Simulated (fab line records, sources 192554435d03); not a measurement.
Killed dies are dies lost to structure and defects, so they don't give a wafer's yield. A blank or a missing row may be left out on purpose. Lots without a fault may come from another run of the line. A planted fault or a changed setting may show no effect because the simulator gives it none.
Chamber matching | flow n5_finfet | N5_FIN_SAQP_STRIP_77 on rie_diel-05: 4 sister chambers
The step strips in N2/H2, time 90 s. 14 wafers are shown with their chamber, then 7 later ones without.

WAFERS WITH THEIR CHAMBER
wafer  | chamber | drypump_motor_current_A (A) | showerhead_plenum_p_Torr (Torr) | throttle_valve_pct (%)
L612.1 | 1       | 5.8                         | 3.57                            | 12.16
L612.3 | 2       | 5.1                         | 3.51                            | 12.44
L612.5 | 0       | 6.6                         | 3.35                            | 12.28
L616.1 | 1       | 5.8                         | 3.57                            | 12.19
L616.3 | 0       | 6.6                         | 3.34                            | 12.31
L616.5 | 2       | 5.1                         | 3.51                            | 12.47
L618.1 | 0       | 6.6                         | 3.34                            | 12.29
L618.3 | 2       | 5.1                         | 3.51                            | 12.48
L618.5 | 3       | 5.7                         | 3.58                            | 11.74
L619.2 | 3       | 5.7                         | 3.58                            | 11.73
L619.3 | 0       | 6.6                         | 3.34                            | 12.32
L619.5 | 3       | 5.7                         | 3.58                            | 11.75
L624.2 | 2       | 5.2                         | 3.50                            | 12.51
L624.3 | 0       | 6.6                         | 3.34                            | 12.35

SIGNATURES (means of the wafers above)
reading                  | chamber 0 | chamber 1 | chamber 2 | chamber 3 | scatter within a chamber
drypump_motor_current_A  | 6.600     | 5.800     | 5.125     | 5.700     | 0.0274
showerhead_plenum_p_Torr | 3.3420    | 3.5700    | 3.5075    | 3.5800    | 0.00394
throttle_valve_pct       | 12.3100   | 12.1750   | 12.4750   | 11.7400   | 0.0248
Rule: a wafer's distance from a chamber is the root of the sum, over the readings, of the square of ((its reading less the chamber's mean) divided by the reading's scatter). The wafer belongs to the nearest chamber; if the next one is less than 2 further off, it can't be placed. The scatter: the root of (the sum of the squares of (reading less its chamber's mean) over the shown wafers, divided by (wafers less chambers)).

WAFERS WITHOUT THEIR CHAMBER
wafer  | drypump_motor_current_A (A) | showerhead_plenum_p_Torr (Torr) | throttle_valve_pct (%)
L624.5 | 5.7                         | 3.56                            | 12.22
L625.2 | 5.1                         | 3.50                            | 12.50
L625.3 | 5.7                         | 3.57                            | 11.78
L625.5 | 5.7                         | 3.56                            | 12.22
L626.1 | 5.7                         | 3.55                            | 12.24
L626.2 | 5.1                         | 3.50                            | 12.51
L626.3 | 5.7                         | 3.57                            | 11.78

WHICH CHAMBER EACH WENT THROUGH
wafer  | from the rows above | in truth
L624.5 | 1                   | 1
L625.2 | 2                   | 2
L625.3 | 3                   | 3
L625.5 | 1                   | 1
L626.1 | 1                   | 1
L626.2 | 2                   | 2
L626.3 | 3                   | 3
Placed correctly: 7 of 7. Can't be placed from these rows: 0. Placed wrongly: 0.
